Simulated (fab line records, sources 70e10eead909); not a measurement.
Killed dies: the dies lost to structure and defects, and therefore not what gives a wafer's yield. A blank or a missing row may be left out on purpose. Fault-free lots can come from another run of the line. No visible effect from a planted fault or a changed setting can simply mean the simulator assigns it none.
Chamber matching	flow nand harc	pecvd-01 running NHARC_A_ONON_D1_DEP_33: 3 sister chambers
The step deposits SiO2, target thk 200 nm. 3 wafers are shown with their chamber, then 10 later ones without.

== EACH WAFER AND ITS CHAMBER ==
wafer	chamber	heater power w (W)
L091.4	0	679
L093.1	1	524
L093.3	2	494

== WAFERS MISSING THEIR CHAMBER ==
wafer	heater power w (W)
L093.4	530
L094.3	588
L094.5	516
L094.6	612
L095.1	468
L095.2	465
L095.3	597
L096.2	679
L096.4	529
L096.6	510

== WHICH CHAMBER EACH WENT THROUGH ==
wafer	from the rows above	in truth
L093.4	can't be placed: 1 or 2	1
L094.3	can't be placed: 1 or 0 or 2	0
L094.5	can't be placed: 1 or 2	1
L094.6	can't be placed: 0 or 1 or 2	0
L095.1	can't be placed: 2 or 1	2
L095.2	can't be placed: 2 or 1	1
L095.3	can't be placed: 1 or 0 or 2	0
L096.2	0	0
L096.4	can't be placed: 1 or 2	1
L096.6	can't be placed: 1 or 2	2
Correctly placed: 1 of 10. These rows do not allow placing 9 (true chamber among the candidates in 9). Placed wrongly: 0.
How it was worked out, from the rows above alone: a wafer's distance from a chamber is the root of the sum, over the readings, of the square of ((its reading less the chamber's mean) divided by the reading's scatter). The wafer belongs to the nearest chamber; if the next one is less than 2 further off, it can't be placed. Each chamber's mean is taken over the wafers shown for it. The scatter (one wafer shown for each chamber): square how far every hidden wafer sits from the nearest shown wafer, average those squares and take the square root.
